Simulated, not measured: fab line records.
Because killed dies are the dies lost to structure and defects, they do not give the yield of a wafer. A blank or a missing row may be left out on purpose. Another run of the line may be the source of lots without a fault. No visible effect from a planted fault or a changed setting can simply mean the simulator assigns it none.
2 desks, one fault -- flow n5-finfet -- each desk has only its own numbers; what lay behind them comes last

## AT THE METROLOGY DESK
Lot by lot, what the gauges showed, no matter which tool ran the lot: averages of those sampled wafers that carry a number. A lot is out of limits, marked OUT, if its mean lies more than 4 standard deviations from the usual mean; the brackets give that distance.
Columns: A = cd-nm at N5_BEOL_M11_CD_MEAS_18, usual 70.0 nm
lot,first seen here,A
L176,day 10 08:22,70.2
L177,day 10 16:22,69.9
L186,day 13 17:40,69.8
L190,day 14 01:15,69.6
L191,day 14 14:29,70.2
L192,day 14 14:53,70.2
L194,day 14 21:50,70.1
L197,day 15 21:47,69.5
L198,day 15 23:37,70.0
L199,day 16 07:31,69.7
This desk's finding: nothing out of limits on any of the 10 lots.

## DESK OF THE TOOL OWNER: rie-diel-03
The tool's own readings at N5_BEOL_M11_ETCH_41 (etches SiCN in CH3F/O2, target depth 42.6 nm, time 86 s): means of the sampled wafers that have a number, for each lot that ran on this tool. A lot is out of limits, marked OUT, if its mean lies more than 4 standard deviations from the usual mean; the brackets give that distance.
Columns: A = drypump-motor-current-A at N5_BEOL_M11_ETCH_41, usual 5.9 A; B = oes-product-au at N5_BEOL_M11_ETCH_41, usual 0.76 a.u.; C = rf-vpp-V at N5_BEOL_M11_ETCH_41, usual 297.5 V; D = run-length-s at N5_BEOL_M11_ETCH_41, usual 109.3 s; E = showerhead-plenum-p-Torr at N5_BEOL_M11_ETCH_41, usual 2.01 Torr; F = throttle-valve-pct at N5_BEOL_M11_ETCH_41, usual 16.34 %
lot,first seen here,A,B,C,D,E,F
L176,day 10 10:04,5.7,0.71,296.4,109.2,1.95,16.39
L186,day 13 20:06,5.5,0.77,297.5,114.5 (+13) OUT,2.00,16.31
L198,day 16 01:29,5.9,0.75,297.9,109.3,2.02,16.31
L199,day 16 11:22,6.1,0.68,296.2,109.4,1.94,16.57
This desk's verdict: out of limits on L186, starting with L186 at day 13 20:06 (run-length-s at N5_BEOL_M11_ETCH_41). Within limits: L176, L198, L199.

## TAKEN TOGETHER
On L186, at day 13 20:06, an alarm was possible from the tool owner's desk.
From the metrology desk's view, nothing was out of limits.
The metrology desk has L186 on record, within its limits.
On rie-diel-03, each named lot ran N5_BEOL_M11_ETCH_41.

## WHAT WAS PUT IN BY THE SIMULATOR
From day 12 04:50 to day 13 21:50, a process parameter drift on rie-diel-03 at N5_BEOL_M11_ETCH_41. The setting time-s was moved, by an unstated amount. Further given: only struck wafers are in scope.
Shown lots that were struck: L186.
Delay in hours, fault start to first out-of-limits reading, by desk: the tool owner's desk at 39.
